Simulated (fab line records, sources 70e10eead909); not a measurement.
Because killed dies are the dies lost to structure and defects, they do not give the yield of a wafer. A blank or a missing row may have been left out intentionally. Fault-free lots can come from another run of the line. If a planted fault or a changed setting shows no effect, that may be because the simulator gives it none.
Commonality check across tools / flow nand_harc / 12 lots and 36 wafers in the sample

WHY IT WAS OPENED
Flagged at NHARC_A_CHANNEL_HOLE_D2_INSPECT_40: reading raw_defect_count, on 2 of 12 lots. Wafers without a fault read 287, standard deviation 95.
Rule: a lot gets a flag if all its wafers with a number sit over 4 standard deviations from that mean, or if no wafer of it has a number. As for the other lots, they are considered sound.

lot=L915; measured=day 13 11:13; on=defect_inspect-02; raw_defect_count, wafer by wafer=263 297 193; flag=
lot=L916; measured=day 14 11:22; on=defect_inspect-02; raw_defect_count, wafer by wafer=375 456 261; flag=
lot=L919; measured=day 15 08:40; on=defect_inspect-02; raw_defect_count, wafer by wafer=214 174 201; flag=
lot=L921; measured=day 15 12:43; on=defect_inspect-02; raw_defect_count, wafer by wafer=171 163 162; flag=
lot=L924; measured=day 17 19:11; on=defect_inspect-01; raw_defect_count, wafer by wafer=228 297 271; flag=
lot=L926; measured=day 17 22:58; on=defect_inspect-01; raw_defect_count, wafer by wafer=254 290 415; flag=
lot=L927; measured=day 18 12:40; on=defect_inspect-01; raw_defect_count, wafer by wafer=276 179 283; flag=
lot=L928; measured=day 18 22:29; on=defect_inspect-01; raw_defect_count, wafer by wafer=803 722 822; flag=FLAGGED
lot=L929; measured=day 19 14:53; on=defect_inspect-01; raw_defect_count, wafer by wafer=816 955 759; flag=FLAGGED
lot=L930; measured=day 19 14:58; on=defect_inspect-02; raw_defect_count, wafer by wafer=334 359 309; flag=
lot=L931; measured=day 20 02:42; on=defect_inspect-01; raw_defect_count, wafer by wafer=398 308 682; flag=
lot=L938; measured=day 22 20:29; on=defect_inspect-01; raw_defect_count, wafer by wafer=307 402 338; flag=
On average the flagged lots' numbers are 813, which is +526 against the usual, or +6 standard deviations.

WHICH TOOL RAN EACH LOT
Before the reading, the record contains 3 process steps out of a 1302-step route. Read each cell as the tool, then ch plus the chambers that the sampled wafers visited, then the start.
lot=L915; flag=; NHARC_A_CHANNEL_HOLE_D2_DEP_00=acl_dep-01 ch 0, day 13 02:26; NHARC_A_CHANNEL_HOLE_D2_ETCH_34=rie_diel-04 ch 1,2,3, day 13 08:43 or earlier; NHARC_A_CHANNEL_HOLE_D2_ETCH_25=har_etch-02 ch 0,1, day 13 08:43
lot=L916; flag=; NHARC_A_CHANNEL_HOLE_D2_DEP_00=acl_dep-01 ch 0, day 13 21:55; NHARC_A_CHANNEL_HOLE_D2_ETCH_34=rie_diel-11 ch 2,3, day 14 07:44 or earlier; NHARC_A_CHANNEL_HOLE_D2_ETCH_25=har_etch-02 ch 0, day 14 07:44
lot=L919; flag=; NHARC_A_CHANNEL_HOLE_D2_DEP_00=acl_dep-01 ch 0, day 14 19:31; NHARC_A_CHANNEL_HOLE_D2_ETCH_34=rie_diel-04 ch 0,2, day 15 06:01 or earlier; NHARC_A_CHANNEL_HOLE_D2_ETCH_25=har_etch-01 ch 0,1, day 15 06:01
lot=L921; flag=; NHARC_A_CHANNEL_HOLE_D2_DEP_00=acl_dep-01 ch 0, day 14 23:20; NHARC_A_CHANNEL_HOLE_D2_ETCH_34=rie_diel-02 ch 0,1,2, day 15 09:52 or earlier; NHARC_A_CHANNEL_HOLE_D2_ETCH_25=har_etch-01 ch 0,1, day 15 09:52
lot=L924; flag=; NHARC_A_CHANNEL_HOLE_D2_DEP_00=acl_dep-02 ch 0, day 17 09:42; NHARC_A_CHANNEL_HOLE_D2_ETCH_34=rie_diel-04 ch 0,1, day 17 16:40 or earlier; NHARC_A_CHANNEL_HOLE_D2_ETCH_25=har_etch-01 ch 0,1, day 17 16:40
lot=L926; flag=; NHARC_A_CHANNEL_HOLE_D2_DEP_00=acl_dep-01 ch 0, day 17 09:25; NHARC_A_CHANNEL_HOLE_D2_ETCH_34=rie_diel-04 ch 0,2,3, day 17 20:19 or earlier; NHARC_A_CHANNEL_HOLE_D2_ETCH_25=har_etch-02 ch 0,1, day 17 20:19
lot=L927; flag=; NHARC_A_CHANNEL_HOLE_D2_DEP_00=acl_dep-01 ch 0, day 18 02:51; NHARC_A_CHANNEL_HOLE_D2_ETCH_34=rie_diel-04 ch 1,2,3, day 18 09:50 or earlier; NHARC_A_CHANNEL_HOLE_D2_ETCH_25=har_etch-02 ch 0,1, day 18 09:50
lot=L928; flag=FLAGGED; NHARC_A_CHANNEL_HOLE_D2_DEP_00=acl_dep-01 ch 0, day 18 13:20; NHARC_A_CHANNEL_HOLE_D2_ETCH_34=rie_diel-04 ch 0,1, day 18 19:54 or earlier; NHARC_A_CHANNEL_HOLE_D2_ETCH_25=har_etch-02 ch 0,1, day 18 19:54
lot=L929; flag=FLAGGED; NHARC_A_CHANNEL_HOLE_D2_DEP_00=acl_dep-03 ch 0, day 19 05:41; NHARC_A_CHANNEL_HOLE_D2_ETCH_34=rie_diel-04 ch 0,1,3, day 19 12:22 or earlier; NHARC_A_CHANNEL_HOLE_D2_ETCH_25=har_etch-02 ch 0,1, day 19 12:22
lot=L930; flag=; NHARC_A_CHANNEL_HOLE_D2_DEP_00=acl_dep-01 ch 0, day 19 04:59; NHARC_A_CHANNEL_HOLE_D2_ETCH_34=rie_diel-02 ch 1,3, day 19 12:10 or earlier; NHARC_A_CHANNEL_HOLE_D2_ETCH_25=har_etch-01 ch 0,1, day 19 12:10
lot=L931; flag=; NHARC_A_CHANNEL_HOLE_D2_DEP_00=acl_dep-02 ch 0, day 19 17:34; NHARC_A_CHANNEL_HOLE_D2_ETCH_34=rie_diel-04 ch 0,1,2, day 20 00:11 or earlier; NHARC_A_CHANNEL_HOLE_D2_ETCH_25=har_etch-01 ch 0,1, day 20 00:11
lot=L938; flag=; NHARC_A_CHANNEL_HOLE_D2_DEP_00=acl_dep-03 ch 0, day 22 11:05; NHARC_A_CHANNEL_HOLE_D2_ETCH_34=rie_diel-04 ch 1,2,3, day 22 17:40 or earlier; NHARC_A_CHANNEL_HOLE_D2_ETCH_25=har_etch-01 ch 0,1, day 22 17:40
What is done by these steps:
- NHARC_A_CHANNEL_HOLE_D2_DEP_00: deposits aC, target thk 3100 nm.
- NHARC_A_CHANNEL_HOLE_D2_ETCH_34: etches the open film in CF4/CHF3, target depth 154 nm, time 77 s.
- NHARC_A_CHANNEL_HOLE_D2_ETCH_25: etches the open film in C4F8/O2/Ar, time 1040.2 s, target depth 1500 nm.
- NHARC_A_CHANNEL_HOLE_D2_INSPECT_40

FLAGGED OVER TOTAL, TOOL BY TOOL (the gauges that took the reading come last)
step=NHARC_A_CHANNEL_HOLE_D2_DEP_00; tool=acl_dep-01; lots run=8; flagged=1; share of the flagged lots=some; sound lots run after its first flagged lot=1 (L930)
step=NHARC_A_CHANNEL_HOLE_D2_DEP_00; tool=acl_dep-02; lots run=2; flagged=0; share of the flagged lots=none; sound lots run after its first flagged lot=-
step=NHARC_A_CHANNEL_HOLE_D2_DEP_00; tool=acl_dep-03; lots run=2; flagged=1; share of the flagged lots=some; sound lots run after its first flagged lot=1 (L938)
step=NHARC_A_CHANNEL_HOLE_D2_ETCH_34; tool=rie_diel-02; lots run=2; flagged=0; share of the flagged lots=none; sound lots run after its first flagged lot=-
step=NHARC_A_CHANNEL_HOLE_D2_ETCH_34; tool=rie_diel-04; lots run=9; flagged=2; share of the flagged lots=all; sound lots run after its first flagged lot=2 (L931,L938)
step=NHARC_A_CHANNEL_HOLE_D2_ETCH_34; tool=rie_diel-11; lots run=1; flagged=0; share of the flagged lots=none; sound lots run after its first flagged lot=-
step=NHARC_A_CHANNEL_HOLE_D2_ETCH_25; tool=har_etch-01; lots run=6; flagged=0; share of the flagged lots=none; sound lots run after its first flagged lot=-
step=NHARC_A_CHANNEL_HOLE_D2_ETCH_25; tool=har_etch-02; lots run=6; flagged=2; share of the flagged lots=all; sound lots run after its first flagged lot=0
step=NHARC_A_CHANNEL_HOLE_D2_INSPECT_40; tool=defect_inspect-01; lots run=7; flagged=2; share of the flagged lots=all; sound lots run after its first flagged lot=2 (L931,L938)
step=NHARC_A_CHANNEL_HOLE_D2_INSPECT_40; tool=defect_inspect-02; lots run=5; flagged=0; share of the flagged lots=none; sound lots run after its first flagged lot=-
With no start given for some of its lots, NHARC_A_CHANNEL_HOLE_D2_ETCH_34 uses the hours and lot order of NHARC_A_CHANNEL_HOLE_D2_ETCH_25.

WHAT THE TABLE PERMITS
Rows of the table that ran every flagged lot, 3 in all: rie_diel-04 at NHARC_A_CHANNEL_HOLE_D2_ETCH_34, har_etch-02 at NHARC_A_CHANNEL_HOLE_D2_ETCH_25, defect_inspect-01 at NHARC_A_CHANNEL_HOLE_D2_INSPECT_40.
- rie_diel-04 at NHARC_A_CHANNEL_HOLE_D2_ETCH_34: 2 of its 9 lots flagged. After the first flagged lot (L931, L938), sound lots still ran on it; a lasting fault on the whole tool would not permit that.
- har_etch-02 at NHARC_A_CHANNEL_HOLE_D2_ETCH_25: 2 of its 6 lots flagged. It ran its last sound lot, L927, at day 18 09:50 and its first flagged lot, L928, at day 18 19:54: a fault with its onset between the two fits.
- defect_inspect-01 at NHARC_A_CHANNEL_HOLE_D2_INSPECT_40: 2 of its 7 lots flagged. After the first flagged lot (L931, L938), sound lots still ran on it; a lasting fault on the whole tool would not permit that.
One tool is left: har_etch-02 at NHARC_A_CHANNEL_HOLE_D2_ETCH_25.

WHAT WAS PUT IN BY THE SIMULATOR
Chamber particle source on har_etch-02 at NHARC_A_CHANNEL_HOLE_D2_ETCH_25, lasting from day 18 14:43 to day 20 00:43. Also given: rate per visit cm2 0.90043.
Lots struck among those shown: L928, L929. The same result came from the rule above.
